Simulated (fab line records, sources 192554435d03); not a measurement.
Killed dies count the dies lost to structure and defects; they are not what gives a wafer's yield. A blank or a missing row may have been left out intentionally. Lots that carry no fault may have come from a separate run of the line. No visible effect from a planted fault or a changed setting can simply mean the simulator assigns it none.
Chamber matching + flow n5Finfet + N5_MOL_CONTACT_COAG_CMP_23 on cmp-03: 4 sister chambers
The step polishes, stops on SiO2, t overpolish 1.5 s, target thk 0 nm. 8 wafers are shown with their chamber, then 11 later ones without.

WAFERS, EACH WITH ITS CHAMBER
| wafer  | chamber | motorCurrentA (A) | timeToEndpointS (s) |
|--------|---------|-------------------|---------------------|
| L080.3 | 3       | 6.6               | 13.3                |
| L082.1 | 3       | 6.7               | 13.7                |
| L082.4 | 1       | 8.7               | 14.0                |
| L082.5 | 0       | 7.9               | 8.9                 |
| L085.2 | 0       | 8.0               | 7.6                 |
| L085.5 | 1       | 8.5               | 13.1                |
| L085.6 | 2       | 8.4               | 12.1                |
| L086.1 | 2       | 8.0               | 6.9                 |

WAFERS WHOSE CHAMBER IS MISSING
| wafer  | motorCurrentA (A) | timeToEndpointS (s) |
|--------|-------------------|---------------------|
| L086.3 | 8.5               | 12.2                |
| L086.5 | 8.2               | 8.8                 |
| L087.2 | 8.1               | 9.1                 |
| L087.3 | 9.1               | 13.6                |
| L087.6 | 8.5               | 11.4                |
| L096.1 | 8.8               | 12.8                |
| L096.2 | 7.9               | 9.9                 |
| L096.5 | 6.5               | 10.8                |
| L097.3 | 8.1               | 9.3                 |
| L097.4 | 7.8               | 11.3                |
| L097.5 | 7.6               | 9.9                 |

WHICH CHAMBER EACH ONE RAN IN
| wafer  | from the rows above     | in truth |
|--------|-------------------------|----------|
| L086.3 | can't be placed: 1 or 2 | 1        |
| L086.5 | can't be placed: 2 or 0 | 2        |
| L087.2 | can't be placed: 2 or 0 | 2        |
| L087.3 | 1                       | 1        |
| L087.6 | can't be placed: 1 or 2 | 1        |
| L096.1 | 1                       | 1        |
| L096.2 | can't be placed: 0 or 2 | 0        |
| L096.5 | 3                       | 3        |
| L097.3 | can't be placed: 2 or 0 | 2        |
| L097.4 | can't be placed: 0 or 2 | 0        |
| L097.5 | can't be placed: 0 or 2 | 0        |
Placed correctly: 3 of 11. Unplaceable from these rows: 8, with the true chamber sitting among the candidates in 8. Placed wrongly: 0.
How it was worked out, from the rows above alone: a wafer's distance from a chamber is the root of the sum, over the readings, of the square of ((its reading less the chamber's mean) divided by the reading's scatter). The wafer belongs to the nearest chamber; if the next one is less than 2 further off, it can't be placed. A chamber's mean is the mean of its shown wafers. How the scatter is found: for the shown wafers, subtract from each reading the mean of its chamber, square and add these, divide the total by (wafers less chambers), then take the root.
